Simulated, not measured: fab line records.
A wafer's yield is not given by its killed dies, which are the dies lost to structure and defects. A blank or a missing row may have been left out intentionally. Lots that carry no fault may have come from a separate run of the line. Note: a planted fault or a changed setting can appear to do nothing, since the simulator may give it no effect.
Chamber matching / flow nand_harc / NHARC_HYBRID_BOND_ACTIVATE_00 on rie_diel-01: 4 sister chambers
The step chemistry N2, time 60 s. 14 wafers are shown with their chamber, then 7 later ones without.

## EACH WAFER AND ITS CHAMBER
wafer=L075.1; chamber=3; drypump_motor_current_A (A)=5.4; oes_product_au (a.u.)=1.001; rf_vpp_V (V)=66.1
wafer=L075.5; chamber=1; drypump_motor_current_A (A)=6.1; oes_product_au (a.u.)=1.002; rf_vpp_V (V)=64.3
wafer=L075.6; chamber=2; drypump_motor_current_A (A)=5.1; oes_product_au (a.u.)=0.992; rf_vpp_V (V)=63.5
wafer=L076.1; chamber=3; drypump_motor_current_A (A)=5.4; oes_product_au (a.u.)=0.992; rf_vpp_V (V)=63.8
wafer=L076.2; chamber=1; drypump_motor_current_A (A)=6.1; oes_product_au (a.u.)=0.999; rf_vpp_V (V)=66.0
wafer=L076.3; chamber=2; drypump_motor_current_A (A)=5.1; oes_product_au (a.u.)=0.993; rf_vpp_V (V)=65.1
wafer=L078.1; chamber=1; drypump_motor_current_A (A)=6.1; oes_product_au (a.u.)=1.015; rf_vpp_V (V)=65.6
wafer=L078.4; chamber=2; drypump_motor_current_A (A)=5.1; oes_product_au (a.u.)=0.998; rf_vpp_V (V)=64.6
wafer=L078.5; chamber=2; drypump_motor_current_A (A)=5.1; oes_product_au (a.u.)=0.991; rf_vpp_V (V)=63.1
wafer=L083.1; chamber=1; drypump_motor_current_A (A)=6.1; oes_product_au (a.u.)=0.995; rf_vpp_V (V)=64.3
wafer=L083.2; chamber=2; drypump_motor_current_A (A)=5.1; oes_product_au (a.u.)=0.980; rf_vpp_V (V)=63.4
wafer=L083.3; chamber=3; drypump_motor_current_A (A)=5.5; oes_product_au (a.u.)=0.986; rf_vpp_V (V)=63.0
wafer=L083.4; chamber=0; drypump_motor_current_A (A)=5.9; oes_product_au (a.u.)=1.012; rf_vpp_V (V)=63.9
wafer=L083.5; chamber=0; drypump_motor_current_A (A)=5.9; oes_product_au (a.u.)=1.010; rf_vpp_V (V)=65.1

SIGNATURES (means of the wafers above)
reading=drypump_motor_current_A; chamber 0=5.900; chamber 1=6.100; chamber 2=5.100; chamber 3=5.433; scatter within a chamber=0.0258
reading=oes_product_au; chamber 0=1.01100; chamber 1=1.00275; chamber 2=0.99080; chamber 3=0.99300; scatter within a chamber=0.00718
reading=rf_vpp_V; chamber 0=64.500; chamber 1=65.050; chamber 2=63.940; chamber 3=64.300; scatter within a chamber=1.06
Rule: for each reading, subtract the chamber's mean from the wafer's reading, divide by that reading's scatter and square the result; add these up over the readings and take the root, which gives the wafer's distance from the chamber. The wafer belongs to the nearest chamber; if the next one is less than 2 further off, it can't be placed. The scatter is the square root of a quotient: the sum, over the shown wafers, of each reading's squared deviation from its chamber's mean, divided by wafers minus chambers.

## WAFERS WITHOUT THEIR CHAMBER
wafer=L083.6; drypump_motor_current_A (A)=6.1; oes_product_au (a.u.)=0.989; rf_vpp_V (V)=65.3
wafer=L090.2; drypump_motor_current_A (A)=6.1; oes_product_au (a.u.)=0.991; rf_vpp_V (V)=63.2
wafer=L090.3; drypump_motor_current_A (A)=5.9; oes_product_au (a.u.)=0.999; rf_vpp_V (V)=62.4
wafer=L090.4; drypump_motor_current_A (A)=5.1; oes_product_au (a.u.)=0.997; rf_vpp_V (V)=63.9
wafer=L094.1; drypump_motor_current_A (A)=5.1; oes_product_au (a.u.)=0.992; rf_vpp_V (V)=63.4
wafer=L094.5; drypump_motor_current_A (A)=5.5; oes_product_au (a.u.)=0.983; rf_vpp_V (V)=65.3
wafer=L094.6; drypump_motor_current_A (A)=5.2; oes_product_au (a.u.)=0.996; rf_vpp_V (V)=64.0

## CHAMBER TAKEN BY EACH
wafer=L083.6; from the rows above=1; in truth=1
wafer=L090.2; from the rows above=1; in truth=1
wafer=L090.3; from the rows above=0; in truth=0
wafer=L090.4; from the rows above=2; in truth=2
wafer=L094.1; from the rows above=2; in truth=2
wafer=L094.5; from the rows above=3; in truth=3
wafer=L094.6; from the rows above=2; in truth=2
Correctly placed: 7 of 7. Not placeable from these rows: 0. Placed wrongly: 0.
